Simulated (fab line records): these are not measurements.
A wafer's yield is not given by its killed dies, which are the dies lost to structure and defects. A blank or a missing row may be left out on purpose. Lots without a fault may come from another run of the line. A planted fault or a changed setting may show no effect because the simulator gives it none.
Which tool is to blame? + flow nand harc + 34 wafers from 12 lots sampled at 6 of the route's 1302 steps

== WHAT THE GAUGES SHOWED, per wafer ==
NHARC_A_ONON_D1_THK_MEAS_30: measures by ellipsometry.
| lot  | measured     | on            | thk nm (nm)    |
|------|--------------|---------------|----------------|
| L501 | day 8 10:26  | film metro-02 | 996 996 996    |
| L504 | day 9 11:22  | film metro-02 | 987 987 987    |
| L505 | day 9 18:16  | film metro-01 | 972 973 973    |
| L508 | day 11 10:40 | film metro-02 | 1015 1015 1016 |
| L509 | day 11 21:10 | film metro-02 | 1003 1518 1003 |
| L511 | day 12 20:55 | film metro-02 | 992 1505       |
| L512 | day 13 03:59 | film metro-02 | 1016 1530      |
| L519 | day 15 19:26 | film metro-02 | 1016 1015 1015 |
| L520 | day 15 19:25 | film metro-01 | 994 996 994    |
| L522 | day 16 21:58 | film metro-01 | 1002 1002 1003 |
| L523 | day 17 05:14 | film metro-01 | 1003 1003 1003 |
| L524 | day 18 01:38 | film metro-02 | 996 995 995    |

NHARC_END_SORT_01.
| lot  | measured     | on        | killed at array | killed at other | killed at periphery | killed dies | killed open | killed short |
|------|--------------|-----------|-----------------|-----------------|---------------------|-------------|-------------|--------------|
| L509 | day 28 05:41 | prober-01 | 32 673 22       | 1 1 0           | 4 3 5               | 37 677 27   | 3 6 3       | 1 2 4        |
| L511 | day 29 04:14 | prober-02 | 56 674          | 1 0             | 5 3                 | 62 677      | 5 5         | 5 2          |
| L512 | day 29 12:04 | prober-02 | 45 670          | 4 5             | 5 2                 | 54 677      | 3 2         | 4 4          |

== TOOL THAT RAN EACH LOT (tool first, then ch and the chambers of the sampled wafers, then the start) ==
| lot  | NHARC_A_ZERO_WELL_DESCUM_12        | NHARC_A_ONON_D1_DEP_28           | NHARC_A_ONON_D1_DEP_33          | NHARC_A_CHANNEL_HOLE_D1_DESCUM_15  |
|------|------------------------------------|----------------------------------|---------------------------------|------------------------------------|
| L501 | rie diel-09 ch 0,2,3, day 6 18:28  | pecvd onon-01 ch 0, day 8 09:55  | pecvd-01 ch 0,1, day 8 10:49    | rie diel-11 ch 0,3, day 8 14:51    |
| L504 | rie diel-09 ch 0,2,3, day 8 00:32  | pecvd onon-02 ch 0, day 9 10:58  | pecvd-02 ch 1,2, day 9 11:28    | rie diel-11 ch 1,2, day 9 15:34    |
| L505 | rie diel-04 ch 0,2,3, day 8 08:05  | pecvd onon-02 ch 0, day 9 17:45  | pecvd-01 ch 0,2, day 9 18:19    | rie diel-11 ch 0,1,2, day 9 21:35  |
| L508 | rie diel-04 ch 0,1, day 9 22:14    | pecvd onon-03 ch 0, day 11 10:16 | pecvd-03 ch 0,1,2, day 11 10:49 | rie diel-13 ch 0,1,2, day 11 18:19 |
| L509 | rie diel-09 ch 0,1,2, day 10 11:01 | pecvd onon-02 ch 0, day 11 20:43 | pecvd-02 ch 0,2, day 11 21:16   | rie diel-11 ch 0,3, day 12 06:39   |
| L511 | rie diel-09 ch 2,3, day 11 09:16   | pecvd onon-02 ch 0, day 12 20:31 | pecvd-02 ch 0, day 12 21:04     | rie diel-13 ch 2, day 13 01:17     |
| L512 | rie diel-09 ch 2,3, day 11 17:27   | pecvd onon-02 ch 0, day 13 03:36 | pecvd-03 ch 1,2, day 13 04:05   | rie diel-01 ch 3, day 13 08:11     |
| L519 | rie diel-04 ch 0,1, day 14 09:16   | pecvd onon-02 ch 0, day 15 18:55 | pecvd-02 ch 0,1,2, day 15 19:32 | rie diel-01 ch 0,3, day 15 23:04   |
| L520 | rie diel-04 ch 2,3, day 14 09:47   | pecvd onon-03 ch 0, day 15 18:55 | pecvd-03 ch 1,2, day 15 19:29   | rie diel-11 ch 0,1, day 15 22:52   |
| L522 | rie diel-09 ch 0,2, day 15 09:40   | pecvd onon-01 ch 0, day 16 21:31 | pecvd-02 ch 0,1,2, day 16 22:01 | rie diel-11 ch 1,2, day 17 06:42   |
| L523 | rie diel-09 ch 1,2,3, day 15 18:44 | pecvd onon-01 ch 0, day 17 04:47 | pecvd-03 ch 0,1, day 17 05:19   | rie diel-11 ch 0,1,2, day 17 11:40 |
| L524 | rie diel-04 ch 0,1, day 16 09:45   | pecvd onon-01 ch 0, day 18 01:11 | pecvd-03 ch 1,2, day 18 01:42   | rie diel-11 ch 2,3, day 18 04:58   |
- NHARC_A_ZERO_WELL_DESCUM_12: chemistry O2, time 3 s.
- NHARC_A_ONON_D1_DEP_28: target thk 1000 nm.
- NHARC_A_ONON_D1_DEP_33: deposits SiO2, target thk 200 nm.
- NHARC_A_CHANNEL_HOLE_D1_DESCUM_15: chemistry O2, time 3 s.

== WHAT THE TOOLS THEMSELVES READ (means of the sampled wafers that have a number; where no wafer has one, the mark that the record gives instead) ==
NHARC_A_ZERO_WELL_DESCUM_12.
| lot  | tool        | drypump motor current A (A) | oes product au (a.u.) | rf vpp V (V) | showerhead plenum p Torr (Torr) | throttle valve pct (%) |
|------|-------------|-----------------------------|-----------------------|--------------|---------------------------------|------------------------|
| L501 | rie diel-09 | 6.2                         | 1.011                 | 56.9         | 1.90                            | 11.322                 |
| L504 | rie diel-09 | 6.2                         | 0.998                 | 58.7         | 1.90                            | 11.306                 |
| L505 | rie diel-04 | 5.5                         | 1.004                 | 58.2         | 1.93                            | 11.304                 |
| L508 | rie diel-04 | 5.4                         | 1.008                 | 57.4         | 1.86                            | 11.303                 |
| L509 | rie diel-09 | 6.2                         | 1.004                 | 58.5         | 1.91                            | 11.310                 |
| L511 | rie diel-09 | 6.3                         | 1.000                 | 57.9         | 1.88                            | 11.308                 |
| L512 | rie diel-09 | 6.3                         | 1.005                 | 58.0         | 1.88                            | 11.308                 |
| L519 | rie diel-04 | 5.4                         | 1.000                 | 56.9         | 1.85                            | 11.321                 |
| L520 | rie diel-04 | 5.8                         | 1.000                 | 58.0         | 1.93                            | 11.302                 |
| L522 | rie diel-09 | 6.1                         | 1.003                 | 58.3         | 1.92                            | 11.303                 |
| L523 | rie diel-09 | 6.2                         | 0.991                 | 58.6         | 1.89                            | 11.306                 |
| L524 | rie diel-04 | 5.3                         | 0.997                 | 58.2         | 1.85                            | 11.309                 |

NHARC_A_ONON_D1_DEP_33.
| lot  | tool     | chamber pressure Torr (Torr) | heater power w (W) | showerhead vpp V (V) | throttle valve pct (%) |
|------|----------|------------------------------|--------------------|----------------------|------------------------|
| L501 | pecvd-01 | 6.490                        | 594                | 1895                 | 16.5                   |
| L504 | pecvd-02 | 6.502                        | 537                | 1823                 | 15.5                   |
| L505 | pecvd-01 | 6.503                        | 521                | 1855                 | 15.9                   |
| L508 | pecvd-03 | 6.506                        | 553                | 1853                 | 16.4                   |
| L509 | pecvd-02 | 6.501                        | 609                | 1745                 | 15.5                   |
| L511 | pecvd-02 | 6.492                        | 704                | 1688                 | 15.6                   |
| L512 | pecvd-03 | 6.511                        | 488                | 1852                 | 16.1                   |
| L519 | pecvd-02 | 6.500                        | 572                | 1780                 | 15.6                   |
| L520 | pecvd-03 | 6.495                        | 585                | 1855                 | 16.3                   |
| L522 | pecvd-02 | 6.507                        | 578                | 1783                 | 15.8                   |
| L523 | pecvd-03 | 6.503                        | 548                | 1833                 | 16.4                   |
| L524 | pecvd-03 | 6.506                        | 504                | 1884                 | 16.4                   |

NHARC_A_CHANNEL_HOLE_D1_DESCUM_15.
| lot  | tool        | drypump motor current A (A) | oes product au (a.u.) | rf vpp V (V) | showerhead plenum p Torr (Torr) | throttle valve pct (%) |
|------|-------------|-----------------------------|-----------------------|--------------|---------------------------------|------------------------|
| L501 | rie diel-11 | 5.9                         | 0.990                 | 58.2         | 1.93                            | 11.309                 |
| L504 | rie diel-11 | 5.9                         | 0.984                 | 58.2         | 2.02                            | 11.316                 |
| L505 | rie diel-11 | 5.6                         | 0.991                 | 58.0         | 1.95                            | 11.314                 |
| L508 | rie diel-13 | 5.5                         | 1.003                 | 58.3         | 1.99                            | 11.317                 |
| L509 | rie diel-11 | 5.8                         | 1.000                 | 57.3         | 1.89                            | 11.307                 |
| L511 | rie diel-13 | 5.5                         | 1.008                 | 57.7         | 1.94                            | 11.314                 |
| L512 | rie diel-01 | 6.1                         | 0.997                 | 58.8         | 2.05                            | 11.314                 |
| L519 | rie diel-01 | 5.6                         | 1.002                 | 58.6         | 2.05                            | 11.315                 |
| L520 | rie diel-11 | 5.3                         | 0.997                 | 57.2         | 1.87                            | 11.311                 |
| L522 | rie diel-11 | 5.9                         | 0.988                 | 58.7         | 2.02                            | 11.316                 |
| L523 | rie diel-11 | 5.6                         | 0.988                 | 58.6         | 1.94                            | 11.314                 |
| L524 | rie diel-11 | 6.2                         | 1.005                 | 58.8         | 2.00                            | 11.314                 |

== THE ANSWER, worked out from the rows above alone ==
Rule: what is usual is taken from the lots themselves. The widest of any qualifying gaps counts: lots, ordered by their means at a reading, are off when they make up no more than a third of the lots, leave a main group of 4 or more, and stand apart from it by 3 or more times the standard deviation of that group's means. A main group whose means are all the same, to the digits that the tables above print for the reading, isn't used. A lot without any number at a reading at which 4 lots or more have one is off too. The other lots that the step has rows for count as sound. Order of review: gauges by route order, followed by the tools' own readings, for which a lot's mean as printed above is used. The first step at which some lot is off is used, and at that step the reading that is off furthest; a lot without a number counts as furthest.
Off: L509, L511, L512 (NHARC_A_ONON_D1_THK_MEAS_30, thk nm). For the main group the mean is 998 nm and the standard deviation 13.
A tool fits if, at a process step before that reading, it ran every lot that is off, and no sound lot after the first of them. Gauges at NHARC_A_ONON_D1_THK_MEAS_30: tried the same way as those tools. Of those tried, none fits.

== WHAT THE SIMULATOR PUT IN ==
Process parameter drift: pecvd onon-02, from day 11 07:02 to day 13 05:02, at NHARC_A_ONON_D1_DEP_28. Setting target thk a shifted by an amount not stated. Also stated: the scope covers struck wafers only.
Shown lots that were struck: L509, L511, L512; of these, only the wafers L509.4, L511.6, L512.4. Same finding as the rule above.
